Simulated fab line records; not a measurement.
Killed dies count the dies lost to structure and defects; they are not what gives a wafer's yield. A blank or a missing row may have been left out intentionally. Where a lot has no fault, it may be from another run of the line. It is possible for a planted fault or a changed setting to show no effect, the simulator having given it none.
One fault seen from 2 desks | flow nand-harc | each desk has only its own numbers; what lay behind them comes last

== FOR THE TOOL OWNER'S DESK: rie-diel-12 ==
The tool's own readings at NHARC_A_CONTACT_ETCH_98 (etches the open film in C4F6/O2, target depth 20 nm, time 10 s): means of the sampled wafers that have a number, for each lot that ran on this tool. Marked OUT: a lot whose mean sits more than 4 standard deviations from the usual mean, which makes it out of limits; the brackets give that distance. Only the readings that lie furthest out on some lot appear, 7 of the 8 it has.
Columns: A = c4f6-flow-sccm at NHARC_A_CONTACT_ETCH_98, usual 25.00 sccm; B = mfc-ar-sccm at NHARC_A_CONTACT_ETCH_98, usual 499.9 sccm; C = oes-product-au at NHARC_A_CONTACT_ETCH_98, usual 0.963 a.u.; D = rf-vpp-V at NHARC_A_CONTACT_ETCH_98, usual 546 V; E = run-length-s at NHARC_A_CONTACT_ETCH_98, usual 31.00 s; F = showerhead-plenum-p-Torr at NHARC_A_CONTACT_ETCH_98, usual 3.89 Torr; G = throttle-valve-pct at NHARC_A_CONTACT_ETCH_98, usual 26.903 %
lot  | first seen here | A     | B     | C     | D   | E     | F    | G
L470 | day 17 12:08    | 25.01 | 499.8 | 0.964 | 548 | 30.95 | 4.00 | 26.910
L472 | day 17 16:05    | 25.02 | 500.3 | 0.969 | 546 | 31.21 | 3.94 | 26.908
L476 | day 19 00:52    | 25.00 | 499.6 | 0.944 | 546 | 30.03 | 3.87 | 26.904
L486 | day 22 01:40    | 25.05 | 500.8 | 0.941 | 549 | 30.95 | 3.99 | 26.903
L492 | day 23 02:55    | 24.98 | 500.4 | 0.961 | 542 | 30.90 | 3.70 | 26.900
This desk's verdict: no lot among the 5 shows anything out of limits.

== THE METROLOGY DESK ==
What the gauges read, lot by lot, whatever tool the lot ran on: means of the sampled wafers that have a number. Marked OUT: a lot whose mean sits more than 4 standard deviations from the usual mean, which makes it out of limits; the brackets give that distance.
Columns: A = overlay-x-nm at NHARC_A_CONTACT_OVL_MEAS_09, usual 0.0 nm; B = overlay-y-nm at NHARC_A_CONTACT_OVL_MEAS_09, usual -0.1 nm
lot  | first seen here | A    | B
L469 | day 17 01:34    | -0.5 | -0.5
L470 | day 17 09:48    | 1.5  | -0.2
L472 | day 17 13:26    | 0.4  | 1.5
L476 | day 18 22:20    | 0.0  | -1.3
L484 | day 20 14:17    | 0.3  | 0.3
L485 | day 20 20:05    | -0.3 | -1.0
L487 | day 21 13:15    | -1.0 | 0.5
L489 | day 21 14:28    | 0.5  | 0.5
L486 | day 21 23:17    | 1.1  | -0.8
L490 | day 22 12:41    | 0.5  | 0.1
L491 | day 22 15:37    | -2.1 | -0.2
L492 | day 23 00:32    | -0.1 | 0.1
This desk's verdict: no lot among the 12 shows anything out of limits.

== TAKEN TOGETHER ==
The desk of the tool owner found nothing out of limits.
At the metrology desk, nothing out of limits was observed.

== WHAT THE SIMULATOR HAD PUT IN ==
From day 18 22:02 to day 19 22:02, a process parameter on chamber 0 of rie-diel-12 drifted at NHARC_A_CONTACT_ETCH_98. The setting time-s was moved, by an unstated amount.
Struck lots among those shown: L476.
